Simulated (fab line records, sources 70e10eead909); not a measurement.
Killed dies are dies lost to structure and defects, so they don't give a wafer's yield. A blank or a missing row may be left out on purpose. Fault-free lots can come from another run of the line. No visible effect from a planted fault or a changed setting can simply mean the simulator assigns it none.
Matching of chambers    flow nand-harc    NHARC_A_ONON_D2_DEP_33 on pecvd-02 has 3 sister chambers
The step deposits SiO2, target thk 200 nm. 14 wafers are shown with their chamber, then 7 later ones without.

EACH WAFER AND ITS CHAMBER
wafer   chamber  throttle-valve-pct (%)  heater-power-w (W)  rf-fwd-power-W (W)
L075.1  2        16.4                    554                 897.0
L075.4  2        16.5                    576                 895.1
L075.5  1        15.8                    587                 900.7
L082.1  2        16.4                    631                 901.1
L082.2  1        16.0                    512                 900.6
L082.4  1        15.9                    514                 895.3
L085.2  1        15.9                    566                 897.5
L085.3  0        16.5                    674                 902.2
L085.6  2        16.3                    656                 896.5
L087.2  2        16.4                    567                 899.5
L087.4  2        16.4                    587                 895.8
L087.5  1        15.9                    574                 897.2
L089.1  1        15.5                    462                 894.9
L089.2  2        16.6                    645                 897.8

SIGNATURES (means of the wafers above)
reading             chamber 0  chamber 1  chamber 2  scatter within a chamber
throttle-valve-pct  16.500     15.833     16.429     0.137
heater-power-w      674.00     535.83     602.29     44.2
rf-fwd-power-W      902.200    897.700    897.543    2.3
Rule: a wafer lies at a distance from a chamber equal to the root of the sum of squares, over the readings, of (its reading less the chamber's mean, divided by the reading's scatter). If the next closest chamber is less than 2 further off than the closest, the wafer can't be placed; otherwise it belongs to the closest. The scatter: take each reading less its chamber's mean, square it, sum over the shown wafers, divide by the number of wafers less the number of chambers, and take the root.

WAFERS WHOSE CHAMBER IS MISSING
wafer   throttle-valve-pct (%)  heater-power-w (W)  rf-fwd-power-W (W)
L089.3  16.3                    796                 897.2
L091.3  16.6                    643                 895.7
L091.4  16.2                    645                 894.1
L091.6  16.5                    752                 900.0
L092.1  16.4                    581                 898.1
L092.3  16.0                    568                 895.5
L092.6  16.1                    781                 899.4

WHICH CHAMBER EACH ONE RAN IN
wafer   from the rows above           in truth
L089.3  can't be placed: 0 or 2       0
L091.3  can't be placed: 2 or 0       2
L091.4  can't be placed: 2 or 1 or 0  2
L091.6  can't be placed: 0 or 2       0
L092.1  2                             2
L092.3  can't be placed: 1 or 2       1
L092.6  can't be placed: 0 or 2 or 1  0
Placed correctly: 1 of 7. Cannot be placed on the basis of these rows: 6; the candidates contain the true chamber in 6. Number placed wrongly: 0.
